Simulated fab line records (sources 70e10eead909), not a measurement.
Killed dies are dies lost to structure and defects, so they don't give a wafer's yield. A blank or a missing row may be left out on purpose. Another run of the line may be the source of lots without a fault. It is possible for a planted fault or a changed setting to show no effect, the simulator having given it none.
Matching of chambers -- flow nand_harc -- NHARC_A_CHANNEL_FILL_D1_ALD_02 on ald_hk-04: 4 sister chambers
The step deposits SiO2, target thk 6 nm, pulse time 10 s, ald cycles 60. 22 wafers are shown with their chamber, then 11 later ones without.

## WAFERS, EACH WITH ITS CHAMBER
wafer,chamber,heater_power_w (W),precursor_pulse_height_rel
L074.1,2,501,0.970
L074.3,0,432,0.973
L074.4,3,531,0.976
L075.3,1,404,0.991
L075.4,3,517,0.983
L075.6,0,419,0.998
L077.1,1,413,0.996
L077.2,2,509,1.012
L077.5,0,436,0.974
L079.2,1,405,1.037
L079.3,0,434,1.011
L079.5,1,410,0.989
L080.1,0,435,1.012
L080.3,1,404,0.993
L080.6,2,494,0.998
L082.1,1,400,1.020
L082.4,2,458,0.974
L082.5,3,539,1.012
L083.2,0,418,1.000
L083.4,1,389,1.001
L083.5,2,476,0.998
L085.2,3,546,1.000

SIGNATURES (means of the wafers above)
reading,chamber 0,chamber 1,chamber 2,chamber 3,scatter within a chamber
heater_power_w,429.00,403.57,487.60,533.25,12.6
precursor_pulse_height_rel,0.99467,1.00386,0.99040,0.99275,0.0175
Rule: a wafer lies at a distance from a chamber equal to the root of the sum of squares, over the readings, of (its reading less the chamber's mean, divided by the reading's scatter). If the next closest chamber is less than 2 further off than the closest, the wafer can't be placed; otherwise it belongs to the closest. The scatter: the root of (the sum of the squares of (reading less its chamber's mean) over the shown wafers, divided by (wafers less chambers)).

## WAFERS MISSING THEIR CHAMBER
wafer,heater_power_w (W),precursor_pulse_height_rel
L085.3,393,0.979
L085.4,428,1.022
L091.2,474,1.022
L091.5,535,0.988
L091.6,433,0.962
L094.1,468,1.013
L094.2,422,0.992
L094.3,397,1.016
L095.2,541,1.014
L095.4,433,1.000
L095.5,475,0.975

## EACH ONE'S CHAMBER
wafer,from the rows above,in truth
L085.3,can't be placed: 1 or 0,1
L085.4,can't be placed: 0 or 1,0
L091.2,can't be placed: 2 or 0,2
L091.5,3,3
L091.6,can't be placed: 0 or 1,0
L094.1,can't be placed: 2 or 0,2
L094.2,can't be placed: 0 or 1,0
L094.3,can't be placed: 1 or 0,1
L095.2,3,3
L095.4,can't be placed: 0 or 1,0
L095.5,2,2
Correct placement for 3 of the 11. Not placeable from these rows: 8 (in 8, the candidates include the true chamber). Placed wrongly: 0.
